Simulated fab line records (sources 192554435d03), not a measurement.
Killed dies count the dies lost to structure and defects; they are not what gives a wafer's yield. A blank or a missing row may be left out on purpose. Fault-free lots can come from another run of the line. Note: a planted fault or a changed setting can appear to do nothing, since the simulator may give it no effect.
Chamber matching ; flow n5-finfet ; rie-diel-02 running N5_BEOL_M2_STRIP_66: 4 sister chambers
The step strips in CF4. 20 wafers are shown with their chamber, then 10 later ones without.

WAFERS, EACH WITH ITS CHAMBER
wafer;chamber;showerhead-plenum-p-Torr (Torr);drypump-motor-current-A (A);throttle-valve-pct (%)
L076.3;1;1.84;4.9;13.24
L076.4;3;1.85;5.4;13.51
L076.6;0;1.71;5.7;13.62
L082.1;2;1.85;5.9;13.81
L082.4;3;1.85;5.4;13.52
L082.5;1;1.84;5.0;13.28
L083.1;0;1.70;5.7;13.65
L083.2;3;1.85;5.4;13.53
L083.5;2;1.85;5.9;13.81
L085.2;3;1.85;5.4;13.53
L085.4;1;1.83;4.9;13.28
L085.6;1;1.83;5.0;13.31
L086.1;1;1.83;5.0;13.30
L086.2;2;1.85;5.9;13.84
L086.4;3;1.84;5.3;13.53
L084.1;0;1.70;5.6;13.65
L084.5;1;1.83;5.0;13.31
L084.6;2;1.85;5.9;13.83
L089.3;3;1.84;5.4;13.57
L089.4;2;1.84;5.9;13.87

SIGNATURES (averages over the wafers above)
reading;chamber 0;chamber 1;chamber 2;chamber 3;scatter within a chamber
showerhead-plenum-p-Torr;1.7033;1.8333;1.8480;1.8467;0.00508
drypump-motor-current-A;5.667;4.967;5.900;5.383;0.0421
throttle-valve-pct;13.6400;13.2867;13.8320;13.5317;0.0233
Rule: for each reading, subtract the chamber's mean from the wafer's reading, divide by that reading's scatter and square the result; add these up over the readings and take the root, which gives the wafer's distance from the chamber. The wafer belongs to the nearest chamber; if the next one is less than 2 further off, it can't be placed. How the scatter is found: for the shown wafers, subtract from each reading the mean of its chamber, square and add these, divide the total by (wafers less chambers), then take the root.

WAFERS WHOSE CHAMBER IS MISSING
wafer;showerhead-plenum-p-Torr (Torr);drypump-motor-current-A (A);throttle-valve-pct (%)
L089.5;1.70;5.7;13.66
L091.1;1.84;5.4;13.57
L091.3;1.84;5.9;13.85
L091.4;1.83;5.0;13.33
L094.4;1.84;5.4;13.60
L094.5;1.70;5.7;13.70
L094.6;1.84;5.4;13.59
L097.4;1.83;5.0;13.37
L097.5;1.70;5.7;13.71
L097.6;1.84;5.3;13.61

CHAMBER TAKEN BY EACH
wafer;from the rows above;in truth
L089.5;0;0
L091.1;3;3
L091.3;2;2
L091.4;1;1
L094.4;3;3
L094.5;0;0
L094.6;3;3
L097.4;1;1
L097.5;0;0
L097.6;3;3
Correct placement for 10 of the 10. From these rows, 0 cannot be placed. Number placed wrongly: 0.
